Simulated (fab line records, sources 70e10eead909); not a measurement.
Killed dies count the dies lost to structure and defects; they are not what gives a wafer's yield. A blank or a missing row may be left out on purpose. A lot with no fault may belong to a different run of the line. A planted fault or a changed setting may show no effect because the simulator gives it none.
8D (eight disciplines) problem report, filled in by code / flow nand harc / the parts of the form that need people (team, actions taken, sign-off) are left out

1. WHAT IS WRONG
At NHARC_P_ZERO_WELL_PEB_35, plate temp C averages 117.22 C over 6 wafers from 2 lots, while fault-free wafers read 118.01 C, standard deviation 0.13. That puts it -6.0 standard deviations away from the usual mean.
The step: peb time 85 s.
Earliest sighting: wafer L464.2 on litho track-03 at day 5 21:53. The record holds 36 wafers of 12 lots with a number at this step. By rule, "out" or "out of limits" means more than 4 standard deviations away from the usual mean. Any other wafer with a number is counted as sound.

2. WHAT IT IS, WHAT IT ISN'T
question=which readings at this step | is=plate temp C | is not=chill plate temp C
question=which lots | is=L464, L467 | is not=L448, L449, L451, L454, L456, L457, L459, L460, L465, L470
question=which wafers of those lots | is=all that have a number | is not=-
question=read on which tools | is=litho track-03 | is not=litho track-02, litho track-05
question=when | is=from day 5 21:53 | is not=up to then (24 sound wafers); but 6 sound wafers of L465, L470 came after

3. SUSPECTS, AND WHAT RULES EACH OUT
Counting: a tool at a process step up to the reading stays a suspect if it ran every lot that is out and no sound lot after the first of them.
- rie diel-11 at NHARC_P_ZERO_WELL_DESCUM_13 (chemistry O2, time 3 s): ruled out as a lasting fault. After its first lot that is out, L464 (day 5 19:17), sound lots L470 ran on it.
- litho track-03 at NHARC_P_ZERO_WELL_PEB_35 (peb time 85 s): kept. All lots that are out passed through it, beginning with L464 at day 5 21:53, and no sound lot followed; its final sound lot before that point was L460 at day 4 21:49. On those wafers its own readings are out: plate temp C.
Left after counting: litho track-03 at NHARC_P_ZERO_WELL_PEB_35.

4. THE CAUSE (what the simulator had put in)
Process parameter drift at NHARC_P_ZERO_WELL_PEB_35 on litho track-03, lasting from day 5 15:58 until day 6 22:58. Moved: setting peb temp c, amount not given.
This tool alone remained once counting was done.

5. SEQUENCE OF EFFECTS, ordered by route
Rows list readings where the struck wafers' mean (over those with a number) sits beyond 3 standard deviations from the usual. Only readings whose record carries a usual standard deviation are examined. hours: median over the lots of the time between each lot's start at the first step of this table that gives one and its start at this step. sigmas: the change, counted in usual standard deviations.
hours=0; step=NHARC_P_ZERO_WELL_PEB_35; reading=heater power total W; usual=163.98 W; on struck wafers=162.53; change=-1.45; sigmas=-5.2
hours=0; step=NHARC_P_ZERO_WELL_PEB_35; reading=plate temp C; usual=118.01 C; on struck wafers=117.22; change=-0.79; sigmas=-6.0
Process steps it contains:
- NHARC_P_ZERO_WELL_PEB_35: peb time 85 s.
Later measuring or inspecting steps at which every struck wafer that the step has a row for has a number for every such reading, and none has moved that far: NHARC_P_CONTACT_OVL_MEAS_13.

6. WHAT WOULD HAVE CAUGHT IT SOONER
In this record the first reading out of limits was taken at day 5 21:53, 6 hours after the fault began at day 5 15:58.
